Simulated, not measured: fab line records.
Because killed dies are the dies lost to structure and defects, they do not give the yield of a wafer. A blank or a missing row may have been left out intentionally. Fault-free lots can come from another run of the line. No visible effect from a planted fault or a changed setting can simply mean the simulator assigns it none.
Matching of chambers | flow nandHarc | rieDiel-07 running NHARC_P_GATE_DESCUM_61: 4 sister chambers
The step chemistry O2, time 3 s. 14 wafers are shown with their chamber, then 7 later ones without.

## EACH WAFER AND ITS CHAMBER
wafer  | chamber | showerheadPlenumPTorr (Torr) | drypumpMotorCurrentA (A) | oesProductAu (a.u.)
L074.2 | 3       | 2.07                         | 5.5                      | 1.010
L074.4 | 3       | 2.07                         | 5.5                      | 1.003
L074.5 | 3       | 2.07                         | 5.5                      | 1.008
L074.1 | 0       | 1.86                         | 6.8                      | 0.999
L074.3 | 0       | 1.86                         | 6.7                      | 1.001
L074.6 | 0       | 1.86                         | 6.7                      | 1.004
L075.3 | 0       | 1.86                         | 6.7                      | 0.996
L075.4 | 3       | 2.07                         | 5.6                      | 1.003
L075.5 | 0       | 1.86                         | 6.7                      | 1.002
L087.2 | 1       | 1.87                         | 4.7                      | 0.985
L087.4 | 3       | 2.06                         | 5.5                      | 1.006
L087.6 | 0       | 1.86                         | 6.7                      | 0.999
L087.1 | 2       | 2.02                         | 6.0                      | 0.997
L087.3 | 0       | 1.86                         | 6.7                      | 0.998

SIGNATURES, as means of the wafers listed above
reading               | chamber 0 | chamber 1 | chamber 2 | chamber 3 | scatter within a chamber
showerheadPlenumPTorr | 1.8600    | 1.8700    | 2.0200    | 2.0680    | 0.00283
drypumpMotorCurrentA  | 6.714     | 4.700     | 6.000     | 5.520     | 0.0407
oesProductAu          | 0.99986   | 0.98500   | 0.99700   | 1.00600   | 0.00284
Rule: for a wafer and a chamber, the distance is found by dividing, reading by reading, the gap between the wafer's reading and the chamber's mean by the reading's scatter, squaring, summing and taking the root. The wafer belongs to the nearest chamber; if the next one is less than 2 further off, it can't be placed. How the scatter is found: for the shown wafers, subtract from each reading the mean of its chamber, square and add these, divide the total by (wafers less chambers), then take the root.

## WAFERS WITH NO CHAMBER GIVEN
wafer  | showerheadPlenumPTorr (Torr) | drypumpMotorCurrentA (A) | oesProductAu (a.u.)
L087.5 | 2.06                         | 5.5                      | 1.002
L094.1 | 2.01                         | 6.0                      | 1.001
L094.4 | 1.85                         | 6.7                      | 0.993
L094.6 | 1.87                         | 4.7                      | 1.003
L097.1 | 2.01                         | 5.9                      | 1.022
L097.2 | 1.86                         | 4.8                      | 1.007
L097.6 | 1.86                         | 4.8                      | 1.012

## EACH ONE'S CHAMBER
wafer  | from the rows above | in truth
L087.5 | 3                   | 3
L094.1 | 2                   | 2
L094.4 | 0                   | 0
L094.6 | 1                   | 1
L097.1 | 2                   | 2
L097.2 | 1                   | 1
L097.6 | 1                   | 1
7 of 7 placed correctly. Number that these rows cannot place: 0. Number placed wrongly: 0.
